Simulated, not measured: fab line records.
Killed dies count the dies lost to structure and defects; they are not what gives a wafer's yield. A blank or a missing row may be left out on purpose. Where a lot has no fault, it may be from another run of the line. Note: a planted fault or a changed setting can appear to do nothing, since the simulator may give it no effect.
Split-lot study ; flow n5Finfet ; 7 lots, 21 wafers read, on a route of 1938 steps

ON THE SPLIT
At N5_MOL_CONTACT_COAG_COAT_77 (time 60 s, resist thk 10 nm), the setting spinRpm was moved away from the recipe's 1500 rpm on 6 of the 21 wafers read, by -7.1% to +3.9%. All remaining wafers had this setting at the recipe value.

FROM THE SPLIT TO THE READING: what the file shows between them, 3 steps
- N5_MOL_CONTACT_COAG_COAT_78: resist thk 40 nm
- N5_MOL_CONTACT_COAG_EBR_80
- N5_MOL_CONTACT_COAG_DESCUM_88: chemistry O2, time 7 s

THE READING
etch.depthNm (the simulator's own value, which no gauge read), in nm, at N5_MOL_CONTACT_COAG_ETCH_89 (etches underlayer in N2/H2, target depth 13 nm, time 10.4 s). No usual value for it is given in the file. Average 10.013 nm, standard deviation 0.019 nm, over the 15 wafers here run with the recipe.

wafer;tool, chamber at the split;spinRpm as run, rpm;against the recipe;etch.depthNm, nm;against lot-mates on the recipe
L076.2;lithoTrack-04, 0;1454;-3.1%;10.18;+0.155
L076.3;lithoTrack-04, 0;1500;recipe;10.02;-
L076.4;lithoTrack-04, 0;1500;recipe;10.03;-
L078.2;lithoTrack-01, 0;1500;recipe;10;-
L078.5;lithoTrack-01, 0;1500;recipe;10;-
L078.3;lithoTrack-01, 0;1500;recipe;9.986;-
L080.1;lithoTrack-03, 0;1500;recipe;10.01;-
L080.2;lithoTrack-03, 0;1394;-7.1%;10.36;+0.355
L080.3;lithoTrack-03, 0;1500;recipe;9.999;-
L083.1;lithoTrack-01, 0;1559;+3.9%;9.802;-0.198
L083.3;lithoTrack-01, 0;1559;+3.9%;9.844;-0.156
L083.6;lithoTrack-01, 0;1500;recipe;10;-
L084.2;lithoTrack-04, 0;1397;-6.9%;10.4;+0.370
L084.3;lithoTrack-04, 0;1397;-6.9%;10.39;+0.360
L084.4;lithoTrack-04, 0;1500;recipe;10.03;-
L086.2;lithoTrack-04, 0;1500;recipe;9.984;-
L086.4;lithoTrack-04, 0;1500;recipe;10.01;-
L086.6;lithoTrack-04, 0;1500;recipe;10.01;-
L097.3;lithoTrack-01, 0;1500;recipe;10.05;-
L097.5;lithoTrack-01, 0;1500;recipe;10.04;-
L097.6;lithoTrack-01, 0;1500;recipe;10.03;-

FIT RESULTS
A straight line over all 21 wafers: etch.depthNm changes by -0.0523 nm for each +1% of spinRpm; r = -0.99; the points scatter about the line by 0.021 nm.
The same after taking each lot's own level away (the mean of its wafers on the recipe; 21 wafers): -0.0506 nm for each +1%; r = -1.00; scatter 0.013 nm.
On that fit, the largest move of spinRpm shifts the reading by 0.36 nm.
Across the lots, their own levels run from 9.9953 to 10.0400 nm, a range of 2.4 times the standard deviation given above.
Consequently the slope shifts little with the lot-to-lot level, the two slopes agreeing.
Check: +0.363 nm against its lot-mates is what the line predicts for one of the wafers moved furthest among these (-7.1%) when that wafer is left out of the fit. It came out at +0.355 nm against them.

FURTHER SPLITS ON THESE WAFERS
These wafers also went through other splits before the reading. Each is held against what the fit with the lots' levels taken away leaves over:
other split on the same wafers;wafers away from the commonest value;r with etch.depthNm (lot level and that fit taken away)
N5_HKMG_FIN_EXPOSE_46 doseMj;8;+0.13
N5_MOL_CONTACT_COAG_EXPOSE_05 doseMj;8;+0.00
N5_MOL_CONTACT_COAG_COAT_76 spinRpm;6;+0.06

THE WHOLE CHAIN: every reading that the file lists as answering this split, in the file's order
step;what it does;reading;change (the file's fit);r (the file's)
N5_MOL_CONTACT_COAG_COAT_77;time 60 s, resist thk 10 nm;underlayer_of_MOL_CONTACT_COAG_COAT_77.thkNm (the simulator's own value, which no gauge read);-0.0572 nm for each +1% of the setting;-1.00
N5_MOL_CONTACT_COAG_ETCH_89;etches underlayer in N2/H2, target depth 13 nm, time 10.4 s;CAR-EUV_of_MOL_CONTACT_COAG_COAT_78.thkNm (the simulator's own value, which no gauge read);+0.0554 nm for each +1% of the setting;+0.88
N5_MOL_CONTACT_COAG_ETCH_89;etches underlayer in N2/H2, target depth 13 nm, time 10.4 s;etch.depthNm (the simulator's own value, which no gauge read);-0.0511 nm for each +1% of the setting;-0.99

FILE'S OWN FIT
etch.depthNm changes by -0.0511 nm for each +1% of spinRpm, r = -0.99.
